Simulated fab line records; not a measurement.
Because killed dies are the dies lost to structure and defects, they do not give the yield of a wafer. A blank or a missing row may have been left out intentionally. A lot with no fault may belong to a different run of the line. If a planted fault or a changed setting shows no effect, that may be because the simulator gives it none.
2 desks looking at one fault	flow n5Finfet	what lay behind the numbers comes last; until then each desk has only its own

TOOL OWNER'S DESK, lithoTrack-04
The tool's own readings at N5_BEOL_M1_COAT_76 (time 60 s, resist thk 5 nm): means of the sampled wafers that have a number, for each lot that ran on this tool. Any lot whose mean is over 4 standard deviations away from the usual mean is out of limits and marked OUT; that distance is given in the brackets.
Columns: A = exhaustPa at N5_BEOL_M1_COAT_76, usual 45.0 Pa; B = spinSpeedRpm at N5_BEOL_M1_COAT_76, usual 1500.1 rpm
lot	first seen here	A	B
L332	day 7 14:46	45.2	1499.3
L334	day 8 06:10	43.8	1500.0
L336	day 9 00:53	45.2	916.3 (-99 or more) OUT
L338	day 9 09:20	44.3	917.3 (-99 or more) OUT
This desk's verdict: out of limits on L336, L338, starting with L336 at day 9 00:53 (spinSpeedRpm at N5_BEOL_M1_COAT_76). In limits: L332, L334.

AT THE METROLOGY DESK
What the gauges read, lot by lot, whatever tool the lot ran on: means of the sampled wafers that have a number. Any lot whose mean is over 4 standard deviations away from the usual mean is out of limits and marked OUT; that distance is given in the brackets. Of its 12 readings 7 are shown: those that lie furthest out on some lot.
Columns: A = M0_RS at N5_BEOL_M0_RS_MEAS_126, usual 0.541 ohm/sq; B = cdNm at N5_BEOL_M1_CD_MEAS_28, usual 24.02 nm; C = DIBL_N at N5_BEOL_M4_RC_MEAS_101, usual 36.0 mV/V; D = DIBL_P at N5_BEOL_M4_RC_MEAS_101, usual 36.2 mV/V; E = ION_N at N5_BEOL_M4_RC_MEAS_101, usual 671 uA/um; F = ION_P at N5_BEOL_M4_RC_MEAS_101, usual 461 uA/um; G = VT_P at N5_BEOL_M4_RC_MEAS_101, usual -250 mV
lot	first seen here	A	B	C	D	E	F	G
L327	day 6 12:59	0.568	24.26	33.9	35.7	655	449	-253
L332	day 7 12:29	0.532	24.49	35.3	35.2	667	461	-252
L333	day 8 00:49	0.527	24.47	37.6	37.4	677	463	-251
L334	day 8 04:39	0.570	23.94	35.7	34.8	658	453	-257
L336	day 8 21:45	0.536	23.77	36.4	35.4	665	462	-251
L338	day 9 04:37	0.514	24.11	39.2	38.0	680	468	-248
L344	day 10 13:53	0.553	23.76	35.4	36.9	669	466	-246
L345	day 10 21:01	0.562	24.14	33.6	32.9	655	452	-253
L346	day 11 04:39	0.519	24.07	36.4	36.9	675	467	-249
This desk's finding: nothing out of limits on any of the 9 lots.

BROUGHT TOGETHER
At day 9 00:53, on L336, L338, the tool owner's desk was in a position to raise an alarm.
Nothing out of limits was seen by the metrology desk.
The metrology desk holds a record of L336, L338, inside its limits.
Of the lots named, all ran N5_BEOL_M1_COAT_76 on lithoTrack-04.

WHAT THE SIMULATOR PUT IN
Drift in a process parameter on lithoTrack-04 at N5_BEOL_M1_COAT_76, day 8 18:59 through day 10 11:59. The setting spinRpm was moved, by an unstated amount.
Struck lots among those shown: L336, L338.
Each desk's first reading out of limits, in hours after the fault started: the tool owner's desk, 6.
